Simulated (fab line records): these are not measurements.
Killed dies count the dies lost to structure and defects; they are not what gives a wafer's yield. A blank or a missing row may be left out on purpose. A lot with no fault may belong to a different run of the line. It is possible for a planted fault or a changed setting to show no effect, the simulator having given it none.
Lot-split experiment / flow n5 finfet / 21 wafers read across 7 lots, on a route 1938 steps long

SPLIT DETAILS
At N5_BEOL_M4_TRENCH_ETCH_37 (etches SiOC in C4F6/O2, target depth 55.555 nm, time 29.2 s), the setting bias w was moved away from the recipe's 185 W on 6 of the 21 wafers read, by -14.4% to +17.5%. The other wafers ran this setting at the recipe's value.

FROM THE SPLIT TO THE READING: what the file shows between them, 2 steps
- N5_BEOL_M4_ETCH_41: etches SiCN in CH3F/O2, target depth 29.9 nm, time 52.5 s
- N5_BEOL_M4_STRIP_97: strips in N2/H2, time 10 s

THE READING
trench depth nm, in nm, at N5_BEOL_M4_OCD_MEAS_38. On this fab line, fault-free wafers typically give 55.5 nm with a standard deviation of 0.8 nm.

wafer=L083.1; tool, chamber at the split=rie diel-05, 0; bias w as run, W=185; against the recipe=recipe; trench depth nm, nm=55.3; against lot-mates on the recipe=-
wafer=L083.2; tool, chamber at the split=rie diel-05, 2; bias w as run, W=185; against the recipe=recipe; trench depth nm, nm=56.4; against lot-mates on the recipe=-
wafer=L083.6; tool, chamber at the split=rie diel-05, 0; bias w as run, W=207.4; against the recipe=+12.1%; trench depth nm, nm=58.1; against lot-mates on the recipe=+2.3
wafer=L084.1; tool, chamber at the split=rie diel-01, 0; bias w as run, W=185; against the recipe=recipe; trench depth nm, nm=54.8; against lot-mates on the recipe=-
wafer=L084.5; tool, chamber at the split=rie diel-01, 2; bias w as run, W=167.9; against the recipe=-9.2%; trench depth nm, nm=54.0; against lot-mates on the recipe=-0.8
wafer=L084.6; tool, chamber at the split=rie diel-01, 1; bias w as run, W=167.9; against the recipe=-9.2%; trench depth nm, nm=53.5; against lot-mates on the recipe=-1.3
wafer=L085.1; tool, chamber at the split=rie diel-01, 1; bias w as run, W=185; against the recipe=recipe; trench depth nm, nm=56.4; against lot-mates on the recipe=-
wafer=L085.2; tool, chamber at the split=rie diel-01, 2; bias w as run, W=185; against the recipe=recipe; trench depth nm, nm=55.8; against lot-mates on the recipe=-
wafer=L085.4; tool, chamber at the split=rie diel-01, 3; bias w as run, W=171.6; against the recipe=-7.2%; trench depth nm, nm=54.3; against lot-mates on the recipe=-1.8
wafer=L089.3; tool, chamber at the split=rie diel-05, 3; bias w as run, W=185; against the recipe=recipe; trench depth nm, nm=57.3; against lot-mates on the recipe=-
wafer=L089.4; tool, chamber at the split=rie diel-05, 2; bias w as run, W=185; against the recipe=recipe; trench depth nm, nm=56.5; against lot-mates on the recipe=-
wafer=L089.6; tool, chamber at the split=rie diel-05, 0; bias w as run, W=185; against the recipe=recipe; trench depth nm, nm=55.7; against lot-mates on the recipe=-
wafer=L090.2; tool, chamber at the split=rie diel-05, 3; bias w as run, W=185; against the recipe=recipe; trench depth nm, nm=56.3; against lot-mates on the recipe=-
wafer=L090.4; tool, chamber at the split=rie diel-05, 2; bias w as run, W=185; against the recipe=recipe; trench depth nm, nm=57.3; against lot-mates on the recipe=-
wafer=L090.5; tool, chamber at the split=rie diel-05, 2; bias w as run, W=185; against the recipe=recipe; trench depth nm, nm=56.9; against lot-mates on the recipe=-
wafer=L092.1; tool, chamber at the split=rie diel-01, 0; bias w as run, W=185; against the recipe=recipe; trench depth nm, nm=57.0; against lot-mates on the recipe=-
wafer=L092.3; tool, chamber at the split=rie diel-01, 3; bias w as run, W=158.4; against the recipe=-14.4%; trench depth nm, nm=52.3; against lot-mates on the recipe=-3.9
wafer=L092.5; tool, chamber at the split=rie diel-01, 3; bias w as run, W=185; against the recipe=recipe; trench depth nm, nm=55.4; against lot-mates on the recipe=-
wafer=L095.2; tool, chamber at the split=rie diel-05, 1; bias w as run, W=217.4; against the recipe=+17.5%; trench depth nm, nm=58.8; against lot-mates on the recipe=+2.8
wafer=L095.5; tool, chamber at the split=rie diel-05, 3; bias w as run, W=185; against the recipe=recipe; trench depth nm, nm=55.8; against lot-mates on the recipe=-
wafer=L095.6; tool, chamber at the split=rie diel-05, 2; bias w as run, W=185; against the recipe=recipe; trench depth nm, nm=56.3; against lot-mates on the recipe=-

FIT RESULTS
A straight line over all 21 wafers: trench depth nm changes by +0.206 nm for each +1% of bias w; r = +0.89; the points scatter about the line by 0.73 nm.
The same after taking each lot's own level away (the mean of its wafers on the recipe; 21 wafers): +0.185 nm for each +1%; r = +0.90; scatter 0.6 nm.
That fit puts the effect of the largest move of bias w on the reading at 3.2 nm.
Measured against the standard deviation above, the lots' own levels, which go from 54.80 to 56.83 nm, span 2.5 times it.
So the lot-to-lot level changes the slope: the two fits differ.
Check: for one of the wafers moved furthest among these (+17.5%), held out of the fit, the line's prediction against its lot-mates is +3.52 nm. It came out at +2.75 nm against them.
Tool readings at the split's step, against how far the setting was moved: rf vpp V r = +0.99.

ADDITIONAL SPLITS CARRIED BY THESE WAFERS
Other splits were also applied to these wafers ahead of the reading. Each is held against what the fit with the lots' levels taken away leaves over:
other split on the same wafers=N5_BEOL_M2_EXPOSE_08 dose mj; wafers away from the commonest value=7; r with trench depth nm (lot level and that fit taken away)=+0.10
other split on the same wafers=N5_BEOL_M3_ETCH_70 bias w; wafers away from the commonest value=6; r with trench depth nm (lot level and that fit taken away)=+0.14
other split on the same wafers=N5_BEOL_M3_VIA_ETCH_34 bias w; wafers away from the commonest value=7; r with trench depth nm (lot level and that fit taken away)=-0.06
other split on the same wafers=N5_BEOL_M4_ETCH_70 source w; wafers away from the commonest value=9; r with trench depth nm (lot level and that fit taken away)=+0.04

THE WHOLE CHAIN: every reading that the file lists as answering this split, in the file's order
step=N5_BEOL_M4_TRENCH_ETCH_37; what it does=etches SiOC in C4F6/O2, target depth 55.555 nm, time 29.2 s; reading=rf vpp V; change (the file's fit)=+5.02 V for each +1% of the setting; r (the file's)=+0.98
step=N5_BEOL_M4_TRENCH_ETCH_37; what it does=etches SiOC in C4F6/O2, target depth 55.555 nm, time 29.2 s; reading=etch.depth nm (the simulator's own value, which no gauge read); change (the file's fit)=+0.197 nm for each +1% of the setting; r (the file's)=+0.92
step=N5_BEOL_M4_TRENCH_ETCH_37; what it does=etches SiOC in C4F6/O2, target depth 55.555 nm, time 29.2 s; reading=BEOL_M4.feature depth nm (the simulator's own value, which no gauge read); change (the file's fit)=+0.193 nm for each +1% of the setting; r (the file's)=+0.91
step=N5_BEOL_M4_OCD_MEAS_38; what it does=; reading=trench depth nm; change (the file's fit)=+0.192 nm for each +1% of the setting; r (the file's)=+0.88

THE FILE'S OWN FIT
trench depth nm changes by +0.192 nm for each +1% of bias w, r = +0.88.
